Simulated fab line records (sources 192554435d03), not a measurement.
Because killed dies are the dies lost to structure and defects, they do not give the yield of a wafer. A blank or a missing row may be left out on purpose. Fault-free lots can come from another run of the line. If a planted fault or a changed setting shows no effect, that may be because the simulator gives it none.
Chamber matching | flow n5 finfet | N5_MOL_CONTACT_COAG_ALD_131 on ald sin-02 has 4 sister chambers
The step deposits SiO2, target thk 5 nm, pulse time 1 s, co reactant pulse time 1 s. 4 wafers are shown with their chamber, then 11 later ones without.

## WAFERS PAIRED WITH THEIR CHAMBERS
wafer  | chamber | heater power w (W)
L078.1 | 2       | 64
L090.2 | 1       | 93
L090.5 | 0       | 75
L092.1 | 3       | 69

## WAFERS WHOSE CHAMBER IS MISSING
wafer  | heater power w (W)
L092.2 | 91
L092.5 | 68
L093.3 | 68
L093.4 | 77
L093.6 | 66
L094.3 | 73
L094.4 | 91
L094.5 | 69
L096.2 | 66
L096.3 | 69
L096.4 | 75

## WHICH CHAMBER EACH ONE RAN IN
wafer  | from the rows above     | in truth
L092.2 | 1                       | 1
L092.5 | can't be placed: 3 or 2 | 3
L093.3 | can't be placed: 3 or 2 | 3
L093.4 | 0                       | 0
L093.6 | can't be placed: 2 or 3 | 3
L094.3 | can't be placed: 0 or 3 | 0
L094.4 | 1                       | 1
L094.5 | 3                       | 3
L096.2 | can't be placed: 2 or 3 | 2
L096.3 | 3                       | 3
L096.4 | 0                       | 0
Correct placement for 6 of the 11. Not placeable from these rows: 5 (in 5, the candidates include the true chamber). Number placed wrongly: 0.
How it was worked out, from the rows above alone: a wafer's distance from a chamber is the root of the sum, over the readings, of the square of ((its reading less the chamber's mean) divided by the reading's scatter). The wafer belongs to the nearest chamber; if the next one is less than 2 further off, it can't be placed. A chamber's mean is the mean of its shown wafers. The scatter (one wafer shown for each chamber): square how far every hidden wafer sits from the nearest shown wafer, average those squares and take the square root.
